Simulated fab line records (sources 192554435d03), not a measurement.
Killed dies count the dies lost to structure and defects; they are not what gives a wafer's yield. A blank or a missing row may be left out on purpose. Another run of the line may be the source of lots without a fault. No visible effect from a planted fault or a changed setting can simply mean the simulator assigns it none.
Lot-split experiment | flow n5_finfet | 21 wafers read across 7 lots, on a route 1938 steps long

## ABOUT THE SPLIT
At N5_BEOL_M1_HM_DEP_02 (deposits TiN, target thk 20 nm), the setting target_thk_a was moved away from the recipe's 200 angstrom on 6 of the 21 wafers read, by -4.8% to +10.1%. This setting was run at the recipe's value on the other wafers.

## FROM THE SPLIT TO THE READING: what the file shows between them, 4 steps
- N5_BEOL_M1_COAT_61: time 60 s, resist thk 60 nm
- N5_BEOL_M1_COAT_62: time 60 s, resist thk 12 nm
- N5_BEOL_M1_STRIP_75: strips in N2/H2
- N5_BEOL_M1_STRIP_66: strips in CF4

## THE READING
etch.depth_nm (the simulator's own value, which no gauge read), in nm, at N5_BEOL_M1_HM_OPEN_17 (chemistry Cl2/BCl3, target TiN, target depth 20 nm, overetch 6 nm). The file gives no usual value for it. Here, 15 wafers ran the recipe; their average is 19.89 nm with a standard deviation of 0.22 nm.

wafer  | tool, chamber at the split | target_thk_a as run, angstrom | against the recipe | etch.depth_nm, nm | against lot-mates on the recipe
L076.4 | pvd_sputter-03, -          | 200                           | recipe             | 20.37             | -
L076.5 | pvd_sputter-03, -          | 200                           | recipe             | 20.26             | -
L076.6 | pvd_sputter-03, -          | 220.2                         | +10.1%             | 22.43             | +2.11
L079.2 | pvd_sputter-01, -          | 200                           | recipe             | 19.8              | -
L079.3 | pvd_sputter-01, -          | 200                           | recipe             | 19.61             | -
L079.4 | pvd_sputter-01, -          | 209.9                         | +5.0%              | 20.68             | +0.98
L080.1 | pvd_sputter-02, -          | 200                           | recipe             | 19.71             | -
L080.3 | pvd_sputter-02, -          | 200                           | recipe             | 19.84             | -
L080.6 | pvd_sputter-02, -          | 200                           | recipe             | 19.76             | -
L084.1 | pvd_sputter-03, -          | 200                           | recipe             | 19.98             | -
L084.2 | pvd_sputter-03, -          | 200                           | recipe             | 19.89             | -
L084.4 | pvd_sputter-03, -          | 192.9                         | -3.5%              | 19.53             | -0.41
L087.2 | pvd_sputter-01, -          | 200                           | recipe             | 19.88             | -
L087.3 | pvd_sputter-01, -          | 200                           | recipe             | 19.95             | -
L087.4 | pvd_sputter-01, -          | 200                           | recipe             | 20.2              | -
L088.3 | pvd_sputter-01, -          | 190.3                         | -4.8%              | 18.69             | -0.93
L088.4 | pvd_sputter-01, -          | 190.3                         | -4.8%              | 18.72             | -0.90
L088.5 | pvd_sputter-01, -          | 200                           | recipe             | 19.62             | -
L092.1 | pvd_sputter-02, -          | 191.1                         | -4.4%              | 18.73             | -1.04
L092.2 | pvd_sputter-02, -          | 200                           | recipe             | 19.73             | -
L092.3 | pvd_sputter-02, -          | 200                           | recipe             | 19.81             | -

FIT RESULTS
A straight line over all 21 wafers: etch.depth_nm changes by +0.231 nm for each +1% of target_thk_a; r = +0.95; the points scatter about the line by 0.24 nm.
The same after taking each lot's own level away (the mean of its wafers on the recipe; 21 wafers): +0.2 nm for each +1%; r = +0.99; scatter 0.11 nm.
The reading moves by 2 nm for the largest change in target_thk_a, on that fit.
The span of the lots' own levels, 19.620 to 20.315 nm, comes to 3.2 times the standard deviation stated above.
Hence the slope depends on the lot-to-lot level, as the two fits are not the same.
Check: +1.94 nm against its lot-mates is what the line predicts for one of the wafers moved furthest among these (+10.1%) when that wafer is left out of the fit. It came out at +2.11 nm against them.

## FURTHER SPLITS ON THESE WAFERS
Other splits were also applied to these wafers ahead of the reading. Each is held against what the fit with the lots' levels taken away leaves over:
other split on the same wafers | wafers away from the commonest value | r with etch.depth_nm (lot level and that fit taken away)
N5_BEOL_M1_ILD_DEP_00 time_s   | 6                                    | -0.24

## THE WHOLE CHAIN: every reading that the file lists as answering this split, in the file's order
step                  | what it does                                                      | reading                                                                          | change (the file's fit)               | r (the file's)
N5_BEOL_M1_HM_DEP_02  | deposits TiN, target thk 20 nm                                    | TiN_of_BEOL_M1_HM_DEP_02.thk_nm (the simulator's own value, which no gauge read) | +0.195 nm for each +1% of the setting | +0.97
N5_BEOL_M1_HM_OPEN_17 | chemistry Cl2/BCl3, target TiN, target depth 20 nm, overetch 6 nm | etch.depth_nm (the simulator's own value, which no gauge read)                   | +0.201 nm for each +1% of the setting | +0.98

## THE FILE'S OWN FIT
etch.depth_nm changes by +0.201 nm for each +1% of target_thk_a, r = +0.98.
